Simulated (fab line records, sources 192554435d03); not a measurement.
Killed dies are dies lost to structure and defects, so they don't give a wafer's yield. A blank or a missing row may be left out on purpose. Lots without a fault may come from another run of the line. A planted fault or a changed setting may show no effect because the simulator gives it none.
fab line records | flow n5_finfet
record lots=6 wafers=17 last_day=17
route steps=1938 shown BEOL_M8@1366 PASSIVATION@1936
lots that met no fault: from a run of the same line without faults
start_h: hours from the record's first day to the start of the lot's first wafer shown | wait_h: hours since the lot's step before | " the same as in the row above | L1.1+2: a row that stands for several wafers | - no value, or no start given | * or withheld: withheld | < > ~ a bound
route shown NAME@n: a module of which the file shows steps, and the number in the route of the first | usual: mean/standard deviation of fault-free wafers | same: alike in all rows | chamber/n: place in a boat | sites: the reading at each site | _std_site: their standard deviation | _edge_site: outer sites' mean less inner sites' | radius_mm: how far each site lies from the wafer's centre | mask NAME#n: copy n | behind: the tool/chamber that last shaped the wafer | hold: why the lot was held/for how many hours/how that ended | device: the transistor (n, p or np) that didn't switch | end of line: the same wafers' tests at the end of the route | a step without rows: its recipe alone | killed: dies lost to structure and defects at the first sort, not the wafer's yield | map: a wafer's dies, x killed, . not, _ none there
set.NAME: the setting as run; set.NAME@STEP: as run at that earlier step | model.NAME: the simulator's own value behind a step, which no gauge read
lots at some steps of the route; a table a step, a row a wafer
services: from which hour (start_h, from the record's first day; less than 0 if before it) a tool's chamber was out of use, for how many hours, and why
## steps
# step N5_BEOL_M8_OVL_MEAS_29
# recipe points_per_wafer=522
# usual V7_OVL=-0.2/0.59
# columns lot.wafer tool chamber start_h wait_h V7_OVL[nm]
L205.1 overlay-02 0 241.30 0.0 0.4
L205.2 " 0 " " -0.4
L205.6 " 0 " " -0.7
L211.2 overlay-01 0 281.18 0.0 -0.5
L211.3 " 0 " " 0.4
L211.4 " 0 " " -0.4
L214.2 overlay-02 0 311.66 0.0 0.0
L214.4 " 0 " " -0.2
L216.1 overlay-02 0 315.68 0.0 0.5
L216.3 " 0 " " -0.2
L216.5 " 0 " " 0.5
L221.4 overlay-02 0 343.86 0.0 0.6
L221.5 " 0 " " 0.3
L221.6 " 0 " " -0.1
L220.2 overlay-02 0 346.48 0.0 0.9
L220.3 " 0 " " -0.3
L220.5 " 0 " " -0.1
# step N5_BEOL_M8_INSPECT_30
# recipe mode=adi inspect_instrument=brightfield
# usual raw_defect_count=412/98
# columns lot.wafer tool chamber start_h wait_h raw_defect_count
L205.1 defect_inspect-01 - 241.36 0.1 449
L205.2 " - " " 354
L205.6 " - " " 434
L211.2 defect_inspect-02 - 281.23 0.0 267
L211.3 " - " " 281
L211.4 " - " " 327
L214.2 defect_inspect-01 - 311.71 0.0 664
L214.4 " - " " 440
L216.1 defect_inspect-02 - 315.74 0.1 397
L216.3 " - " " 314
L216.5 " - " " 415
L221.4 defect_inspect-01 - 343.90 0.0 469
L221.5 " - " " 290
L221.6 " - " " 383
L220.2 defect_inspect-01 - 346.53 0.0 341
L220.3 " - " " 363
L220.5 " - " " 280
# step N5_BEOL_M8_DESCUM_33
# recipe chemistry=O2 time_s=7 source_power_w=50 bias_power_w=20 pressure_mtorr=20 rf_frequency_hz=2.712e+07 temp_c=40 resist=CAR-EUV o2_flow_sccm=225
# step N5_BEOL_M8_ETCH_72
# recipe chemistry=N2/H2 target=underlayer target_depth_a=65 mask_material=CAR-EUV time_s=5.2 ion_energy_ev=200 pressure_mtorr=30 source_w=840 bias_w=150 n2_flow_sccm=200 h2_flow_sccm=200 ends=cleared
# step N5_BEOL_M8_ETCH_65
# recipe chemistry=CF4 target=SiARC target_depth_a=156 mask_material=CAR-EUV time_s=26 ion_energy_ev=80 pressure_mtorr=40 source_w=545 bias_w=36 Ar_flow_sccm=100 cf4_flow_sccm=100 ends=cleared
# usual bias_w=36.01/0.099 drypump_motor_current_A=6.0/0.44 etch_rf_on_time_s=25.9/0.63 mfc_ar_sccm=100.0/0.31 oes_product_au=0.68/0.089 rf_vpp_V=184.2/1.2 showerhead_plenum_p_Torr=2.14/0.066 throttle_valve_pct=15.53/0.27
# columns lot.wafer tool chamber start_h wait_h bias_w drypump_motor_current_A etch_rf_on_time_s mfc_ar_sccm oes_product_au rf_hours_counter_h rf_vpp_V showerhead_plenum_p_Torr throttle_valve_pct
L205.1 rie_diel-03 3 241.45 0.0 36.21 5.5 25.7 100.1 0.72 66 182.8 2.10 15.66
L205.2 " 2 " " 35.99 6.0 26.8 99.8 0.59 247 184.1 2.19 16.14
L205.6 " 0 " " 36.00 5.3 26.8 100.0 0.59 - 184.8 2.12 15.75
L211.2 rie_diel-03 1 281.31 0.0 36.00 6.6 24.9 99.8 0.71 93 182.5 2.08 15.37
L211.3 " 2 " " 35.97 6.0 25.5 99.8 0.83 4 185.5 2.19 15.66
L211.4 " 0 " " 35.95 5.3 26.2 99.8 0.60 226 183.8 2.12 15.79
L214.2 rie_diel-03 0 311.80 0.0 36.07 5.4 26.4 100.2 0.59 237 182.8 2.12 15.79
L214.4 " 0 " " 36.01 5.4 26.3 100.1 0.59 - 183.8 2.12 15.80
L216.1 rie_diel-03 0 315.83 0.0 36.08 5.3 26.4 99.7 0.58 238 182.9 2.12 15.80
L216.3 " 3 " " 36.04 5.5 25.3 100.0 0.71 88 183.5 2.10 15.71
L216.5 " 3 " " 36.02 5.5 25.3 100.2 0.71 - 183.7 2.10 15.70
L221.4 rie_diel-04 1 343.98 0.0 36.12 6.1 25.4 100.1 0.77 29 184.1 2.17 15.08
L221.5 " 2 " " 35.79 6.3 25.2 100.0 0.79 - 184.2 2.09 15.54
L221.6 " 1 " " 36.17 6.1 25.2 100.8 0.77 - 183.5 2.17 15.08
L220.2 rie_diel-05 0 346.73 0.0 36.08 5.9 25.1 99.6 0.77 33 185.2 2.26 15.14
L220.3 " 1 " " 35.98 5.0 25.3 100.3 0.85 0 183.9 2.11 15.10
L220.5 " 3 " " 36.10 6.1 26.1 99.3 0.76 - 185.5 2.18 15.03
# step N5_BEOL_M8_ETCH_66
# recipe chemistry=N2/H2 target=SOC target_depth_a=800 overetch_a=160 mask_material=SiARC temp_c=40 time_s=120 ion_energy_ev=200 pressure_mtorr=30 source_w=840 bias_w=150 n2_flow_sccm=200 h2_flow_sccm=200
# usual bias_w=150.0/0.45 drypump_motor_current_A=6.0/0.44 oes_product_au=0.61/0.073 rf_vpp_V=523.9/2.6 showerhead_plenum_p_Torr=2.55/0.087 throttle_valve_pct=17.75/0.28
# columns lot.wafer tool chamber start_h wait_h bias_w drypump_motor_current_A oes_product_au rf_hours_counter_h rf_vpp_V showerhead_plenum_p_Torr throttle_valve_pct
L205.1 rie_diel-03 3 241.48 0.0 150.4 5.5 0.65 66 522.1 2.49 17.83
L205.2 " 2 " " 149.9 6.0 0.54 247 525.8 2.61 18.45
L205.6 " 0 " " 149.8 5.3 0.54 - 523.5 2.50 17.86
L211.2 rie_diel-03 1 281.34 0.0 149.8 6.6 0.62 93 523.2 2.47 17.57
L211.3 " 2 " " 150.3 5.9 0.74 4 526.0 2.60 18.04
L211.4 " 0 " " 149.5 5.4 0.53 226 523.4 2.50 17.88
L214.2 rie_diel-03 0 311.83 0.0 149.5 5.4 0.53 237 522.3 2.49 17.90
L214.4 " 0 " " 149.4 5.4 0.53 - 523.6 2.49 17.90
L216.1 rie_diel-03 0 315.86 0.0 149.3 5.3 0.52 238 522.4 2.49 17.91
L216.3 " 3 " " 149.2 5.5 0.62 88 523.2 2.48 17.84
L216.5 " 3 " " 149.1 5.5 0.62 - 522.1 2.48 17.86
L221.4 rie_diel-04 1 344.01 0.0 151.0 6.1 0.68 29 524.3 2.59 17.32
L221.5 " 2 " " 150.6 6.3 0.69 - 523.8 2.50 17.78
L221.6 " 1 " " 150.5 6.1 0.67 - 525.6 2.60 17.34
L220.2 rie_diel-05 0 346.75 0.0 149.4 5.9 0.69 33 528.6 2.72 17.46
L220.3 " 1 " " 150.4 5.0 0.74 0 522.0 2.50 17.38
L220.5 " 3 " " 149.3 6.1 0.70 - 527.2 2.58 17.13
# step N5_BEOL_M8_STRIP_69
# recipe chemistry=N2/H2 temp_c=40 n2_flow_sccm=200 h2_flow_sccm=200 rf_frequency_hz=6e+07
# step N5_BEOL_M8_STRIP_73
# recipe chemistry=N2/H2 temp_c=40 n2_flow_sccm=200 h2_flow_sccm=200 rf_frequency_hz=6e+07
# step N5_BEOL_M8_VIA_ETCH_34
# recipe chemistry=C4F6/O2 target=SiCOH_lowk target_depth_a=1255 mask_material=SOC taper_deg=4 time_s=50.5 ion_energy_ev=250 pressure_mtorr=30 source_w=345 bias_w=185 Ar_flow_sccm=300 C4F6_flow_sccm=10 O2_flow_sccm=10
# usual bias_w=184.9/0.51 drypump_motor_current_A=6.0/0.43 mfc_ar_sccm=300.1/0.97 oes_product_au=0.80/0.1 rf_vpp_V=661/11 showerhead_plenum_p_Torr=2.85/0.088 throttle_valve_pct=20.80/0.28
# columns lot.wafer tool chamber start_h wait_h bias_w drypump_motor_current_A mfc_ar_sccm oes_product_au rf_hours_counter_h rf_vpp_V showerhead_plenum_p_Torr throttle_valve_pct
L205.1 rie_diel-03 3 241.58 0.0 185.3 5.5 301.9 0.87 66 671 2.79 21.00
L205.2 " 2 " " 185.4 6.0 299.2 0.70 247 668 2.92 21.46
L205.6 " 0 " " 184.7 5.4 300.4 0.70 - 662 2.83 20.99
L211.2 rie_diel-03 1 281.44 0.0 184.8 6.6 300.3 0.81 93 655 2.77 20.64
L211.3 " 2 " " 184.7 6.0 300.1 0.98 4 666 2.92 21.14
L211.4 " 0 " " 185.1 5.4 297.9 0.68 226 661 2.82 21.04
L214.2 rie_diel-03 0 311.93 0.0 185.4 5.3 299.8 0.68 237 661 2.82 21.05
L214.4 " 0 " " 184.5 5.3 301.1 0.69 - 660 2.82 21.02
L216.1 rie_diel-03 0 315.96 0.0 184.0 5.4 299.2 0.68 238 660 2.82 21.04
L216.3 " 3 " " 184.4 5.5 299.9 0.83 88 669 2.78 21.04
L216.5 " 3 " " 184.2 5.5 301.3 0.83 - 670 2.78 21.03
L221.4 rie_diel-04 1 344.11 0.0 184.5 6.1 300.3 0.89 29 663 2.89 20.40
L221.5 " 2 " " 185.1 6.3 300.6 0.91 - 651 2.77 20.80
L221.6 " 1 " " 185.3 6.1 300.6 0.90 - 661 2.89 20.37
L220.2 rie_diel-05 0 346.86 0.0 184.3 5.9 299.7 0.88 33 654 3.00 20.37
L220.3 " 1 " " 184.8 5.0 300.3 0.97 0 645 2.80 20.41
L220.5 " 3 " " 185.4 6.1 298.3 0.89 - 642 2.90 20.30
# step N5_BEOL_M8_STRIP_76
# recipe chemistry=C4F6/O2 resist=SiARC rf_frequency_hz=6e+07
# step N5_BEOL_M8_STRIP_36
# recipe chemistry=N2/H2 power_w=450 temp_c=40 pressure_mtorr=20 rf_frequency_hz=6e+07 overash_fraction=0.3 bias_power_w=7 h2_frac=0.5 n2_flow_sccm=200 h2_flow_sccm=200
# step N5_BEOL_M8_TRENCH_ETCH_37
# recipe chemistry=C4F6/O2 target_depth_a=934.78 target=SiCOH_lowk time_s=31.2 ion_energy_ev=250 pressure_mtorr=30 source_w=345 bias_w=185 Ar_flow_sccm=300 C4F6_flow_sccm=10 O2_flow_sccm=10
# usual bias_w=185.0/0.55 drypump_motor_current_A=6.0/0.44 mfc_ar_sccm=300.0/0.83 oes_product_au=0.80/0.1 rf_vpp_V=661/11 showerhead_plenum_p_Torr=2.85/0.088 throttle_valve_pct=20.83/0.28
# columns lot.wafer tool chamber start_h wait_h bias_w drypump_motor_current_A mfc_ar_sccm oes_product_au rf_hours_counter_h rf_vpp_V showerhead_plenum_p_Torr throttle_valve_pct
L205.1 rie_diel-03 3 - - 184.7 5.5 300.3 0.86 66 669 2.79 21.04
L205.2 " 2 " " 184.9 6.0 300.2 0.69 247 667 2.92 21.51
L205.6 " 0 " " 185.2 5.3 300.7 0.70 - 660 2.83 21.04
L211.2 rie_diel-03 1 - - 184.8 6.6 300.4 0.83 93 656 2.77 20.69
L211.3 " 2 " " 185.6 5.9 300.7 0.98 4 667 2.92 21.19
L211.4 " 0 " " 184.3 5.4 299.2 0.69 226 662 2.82 21.05
L214.2 rie_diel-03 0 - - 184.7 5.4 299.4 0.69 237 660 2.82 21.07
L214.4 " 0 " " 184.1 5.4 300.1 0.68 - 661 2.82 21.07
L216.1 rie_diel-03 0 - - 183.9 5.3 300.4 0.67 238 660 2.82 21.06
L216.3 " 3 " " 185.5 5.5 301.4 0.82 88 670 2.78 21.05
L216.5 " 3 " " 184.6 5.5 300.0 0.83 - 669 2.78 21.06
L221.4 rie_diel-04 1 - - 184.2 6.0 299.4 0.89 29 662 2.89 20.42
L221.5 " 2 " " 185.2 6.4 299.7 0.91 - 650 2.77 20.82
L221.6 " 1 " " 184.4 6.1 298.8 0.89 - 662 2.89 20.41
L220.2 rie_diel-05 0 - - 184.8 5.8 300.5 0.89 33 655 3.00 20.41
L220.3 " 1 " " 184.8 5.0 299.8 0.98 0 646 2.80 20.43
L220.5 " 3 " " 185.5 6.1 300.4 0.89 - 643 2.90 20.34
# step N5_BEOL_M8_ETCH_41
# recipe chemistry=CH3F/O2 target=SiCN target_depth_a=319 taper_deg=2 time_s=57.8 ion_energy_ev=120 mask_material=TiN pressure_mtorr=30 source_w=395 bias_w=75 Ar_flow_sccm=150 CH3F_flow_sccm=30 O2_flow_sccm=20
# usual bias_w=74.99/0.23 drypump_motor_current_A=6.0/0.44 mfc_ar_sccm=150.0/0.46 oes_product_au=0.80/0.1 rf_vpp_V=297.3/1.5 showerhead_plenum_p_Torr=2.00/0.065 throttle_valve_pct=16.24/0.27
# columns lot.wafer tool chamber start_h wait_h bias_w drypump_motor_current_A mfc_ar_sccm oes_product_au rf_hours_counter_h rf_vpp_V showerhead_plenum_p_Torr throttle_valve_pct model.etch.depth_nm
L205.1 rie_diel-03 3 241.70 - 75.47 5.5 149.8 0.86 66 295.9 1.96 16.38 22.47
L205.2 " 2 " " 74.86 6.0 149.6 0.69 248 297.2 2.05 16.92 21.41
L205.6 " 0 " " 74.69 5.3 149.7 0.70 - 297.3 1.99 16.45 21.44
L211.2 rie_diel-03 1 281.57 - 75.03 6.6 150.6 0.82 93 294.6 1.94 16.09 22.53
L211.3 " 2 " " 75.31 6.0 150.3 0.98 4 297.7 2.05 16.45 22.31
L211.4 " 0 " " 75.27 5.3 149.6 0.69 226 296.3 1.98 16.49 21.53
L214.2 rie_diel-03 0 312.05 - 75.12 5.4 150.3 0.68 237 296.2 1.98 16.51 21.48
L214.4 " 0 " " 74.73 5.4 150.2 0.94 - 297.3 1.98 16.52 34.82
L216.1 rie_diel-03 0 316.08 - 75.20 5.4 150.8 0.68 238 296.0 1.98 16.51 21.43
L216.3 " 3 " " 74.55 5.5 149.9 1.16 88 296.0 1.95 16.41 36.34
L216.5 " 3 " " 74.55 5.5 149.4 0.83 - 297.2 1.95 16.40 22.16
L221.4 rie_diel-04 1 344.23 - 75.00 6.1 150.9 0.90 29 297.3 2.04 15.83 22.67
L221.5 " 2 " " 74.68 6.4 150.0 0.92 - 297.0 1.94 16.21 22.43
L221.6 " 1 " " 75.11 6.1 150.4 0.90 - 297.9 2.04 15.82 22.38
L220.2 rie_diel-05 0 346.98 - 74.87 5.8 150.4 0.88 33 299.5 2.11 15.83 22.21
L220.3 " 1 " " 75.12 5.0 150.7 0.96 0 298.0 1.97 15.82 21.99
L220.5 " 3 " " 75.11 6.1 150.1 0.90 - 298.1 2.04 15.73 21.55
# step N5_BEOL_M8_STRIP_80
# recipe chemistry=N2/H2 time_s=10 power_w=450 temp_c=40 pressure_mtorr=20 rf_frequency_hz=6e+07 bias_power_w=7 n2_flow_sccm=200 h2_flow_sccm=200
# usual drypump_motor_current_A=6.0/0.44 oes_product_au=0.80/0.1 rf_vpp_V=59.2/0.85 showerhead_plenum_p_Torr=2.54/0.087 throttle_valve_pct=23.6/0.34
# columns lot.wafer tool chamber start_h wait_h drypump_motor_current_A oes_product_au rf_hours_counter_h rf_vpp_V showerhead_plenum_p_Torr throttle_valve_pct
L205.1 rie_diel-03 3 - - 5.5 0.86 66 59.9 2.48 23.6
L205.2 " 2 " " 6.0 0.70 248 59.1 2.60 24.4
L205.6 " 0 " " 5.4 0.70 - 60.4 2.50 23.6
L211.2 rie_diel-03 1 - - 6.6 0.82 93 59.2 2.47 23.4
L211.3 " 2 " " 6.0 0.97 4 58.9 2.60 24.2
L211.4 " 0 " " 5.4 0.68 226 60.4 2.49 23.6
L214.2 rie_diel-03 0 - - 5.3 0.68 237 58.4 2.49 23.6
L214.4 " 0 " " 5.3 0.68 - 59.0 2.49 23.6
L216.1 rie_diel-03 0 - - 5.4 0.69 238 57.9 2.49 23.6
L216.3 " 3 " " 5.5 0.82 88 59.2 2.47 23.7
L216.5 " 3 " " 5.6 0.83 - 57.5 2.47 23.7
L221.4 rie_diel-04 1 - - 6.1 0.87 29 60.5 2.59 23.1
L221.5 " 2 " " 6.4 0.91 - 58.1 2.49 23.6
L221.6 " 1 " " 6.1 0.89 - 59.3 2.59 23.1
L220.2 rie_diel-05 0 - - 5.8 0.89 33 59.4 2.71 23.3
L220.3 " 1 " " 5.0 0.99 0 57.6 2.50 23.3
L220.5 " 3 " " 6.1 0.91 - 60.4 2.58 22.8
# step N5_PASSIVATION_PROBE_49
# usual defect_limited_yield=91.1/1.4 killed_at_M0_to_M3=34/11 killed_at_M4_up=14/5.7 killed_at_contacts=14/6.9 killed_at_front_end=40/11 killed_at_other=4/3.1 killed_dies=105/17 killed_open=70/13 killed_short=34/7.6 sort_bin_5_function=5.3/0.95 sort_bin_6_memory=3.3/0.64 sort_n_pass=1075/17 sort_yield_pct=91.1/1.4
# same gross_dies=1180 killed_at_back_side=0 sort_bin_4_leakage[%]=0 sort_bin_8_speed[%]=0
# columns lot.wafer tool chamber start_h wait_h defect_limited_yield[%] killed_at_M0_to_M3 killed_at_M4_up killed_at_contacts killed_at_front_end killed_at_other killed_dies killed_open killed_short sort_bin_5_function[%] sort_bin_6_memory[%] sort_n_pass sort_yield_pct[%]
L205.1 prober-01 - 313.39 0.0 88.8 30 17 12 71 2 132 71 58 6.9 3.6 1048 88.8
L205.2 prober-01 - 313.44 0.1 89.9 49 6 11 51 2 119 67 51 5.3 4.2 1061 89.9
L205.6 prober-01 - 313.64 0.3 89.7 42 9 15 51 4 121 67 53 5.7 4.2 1059 89.7
L211.4 prober-01 - 348.55 0.4 92.1 36 11 18 28 0 93 66 26 3.6 3.9 1087 92.1
L214.2 prober-01 - 374.81 0.1 89.7 44 16 11 51 0 122 86 36 6.2 3.9 1058 89.7
L214.4 prober-01 - 374.91 0.2 91.3 39 19 11 31 3 103 66 36 5.5 2.8 1077 91.3
# killed by level:class
L205.1 GATE_CUT:geometric_particle:short=22 FIN_SAQP:geometric_particle:short=10 GATE_CUT:geometric_particle:open=10 BEOL_M4:geometric_particle:open=10 FIN_SAQP:geometric_particle:open=8 MOL_CONTACT_COAG:geometric_particle:open=8 BEOL_M0_SAQP:geometric_particle:open=8 BEOL_M0_SAQP:geometric_particle:short=6
L205.2 BEOL_M0_SAQP:geometric_particle:open=15 FIN_SAQP:geometric_particle:open=14 BEOL_M0_SAQP:geometric_particle:short=12 FIN_SAQP:geometric_particle:short=10 BEOL_M2:geometric_particle:short=9 MOL_CONTACT_COAG:geometric_particle:open=8 STARTING-WAFER:geometric_particle:short=8 BEOL_M2:geometric_particle:open=6
L205.6 BEOL_M0_SAQP:geometric_particle:open=19 GATE_CUT:geometric_particle:short=17 FIN_SAQP:geometric_particle:open=12 MOL_CONTACT_COAG:geometric_particle:open=12 BEOL_M0_SAQP:geometric_particle:short=12 FIN_SAQP:geometric_particle:short=11 BEOL_M3:geometric_particle:open=6 DUMMY_GATE:geometric_particle:open=3
L211.4 MOL_CONTACT_COAG:geometric_particle:open=13 BEOL_M0_SAQP:geometric_particle:open=9 STI_FIN_REVEAL:geometric_particle:open=8 BEOL_M0_SAQP:geometric_particle:short=7 STARTING-WAFER:geometric_particle:short=6 BEOL_M2:geometric_particle:open=5 MOL_CONTACT_COAG:geometric_particle:short=5 BEOL_M3:geometric_particle:open=5
L214.2 BEOL_M3:geometric_particle:open=10 ILD0:geometric_particle:open=9 MOL_CONTACT_COAG:geometric_particle:open=9 BEOL_M1:geometric_particle:open=9 BEOL_M2:geometric_particle:open=8 FIN_SAQP:geometric_particle:short=6 ILD0:geometric_particle:short=6 BEOL_M0_SAQP:geometric_particle:open=6
L214.4 BEOL_M4:geometric_particle:open=12 BEOL_M3:geometric_particle:open=11 MOL_CONTACT_COAG:geometric_particle:open=9 FIN_SAQP:geometric_particle:open=8 FIN_SAQP:geometric_particle:short=7 BEOL_M0_SAQP:geometric_particle:short=6 BEOL_M0_SAQP:geometric_particle:open=5 BEOL_M1:geometric_particle:open=5
## services
# columns tool chamber start_h hours kind
rie_diel-04 - 223.43 2.3 repair
rie_diel-05 0 226.02 - clean
rie_diel-05 0 226.02 - consumable_replace:focus_ring
rie_diel-05 0 226.02 - consumable_replace:showerhead
rie_diel-05 0 226.02 38.8 scheduled_down
rie_diel-05 0 226.02 38.8 vent_cycle
rie_diel-04 1 231.41 - clean
rie_diel-04 1 231.41 - consumable_replace:focus_ring
rie_diel-04 1 231.41 34.0 scheduled_down
rie_diel-04 1 231.41 34.0 vent_cycle
rie_diel-03 1 242.80 8.4 repair
rie_diel-03 2 252.65 - clean
rie_diel-03 2 252.65 - consumable_replace:focus_ring
rie_diel-03 2 252.65 16.5 scheduled_down
rie_diel-03 2 252.65 16.5 vent_cycle
rie_diel-04 3 254.77 12.9 repair
rie_diel-04 2 268.27 - clean
rie_diel-04 2 268.27 - consumable_replace:focus_ring
rie_diel-04 2 268.27 18.8 scheduled_down
rie_diel-04 2 268.27 18.8 vent_cycle
rie_diel-03 3 308.90 6.4 repair
rie_diel-04 3 323.50 7.8 repair
rie_diel-04 0 329.44 10.8 repair
rie_diel-03 0 331.16 12.6 repair
## key
first_sign step=N5_BEOL_M8_ETCH_41 reading=oes_product_au direction=up sigmas=2.5 usual=0.80 struck=1.05
effect none on later readings
model_effect step=N5_BEOL_M8_ETCH_41 value=etch.depth_nm without=21.72 struck=35.58
met_at N5_BEOL_M8_ETCH_41
struck_wafers L214.4,L216.3
onset_between 281.57 312.05
fault kind=process_parameter_drift tool=rie_diel-03 chamber=- onset_h=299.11 steps=N5_BEOL_M8_ETCH_41 channel=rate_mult offset=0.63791 shape=step end_h=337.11 scope=struck_wafers_only
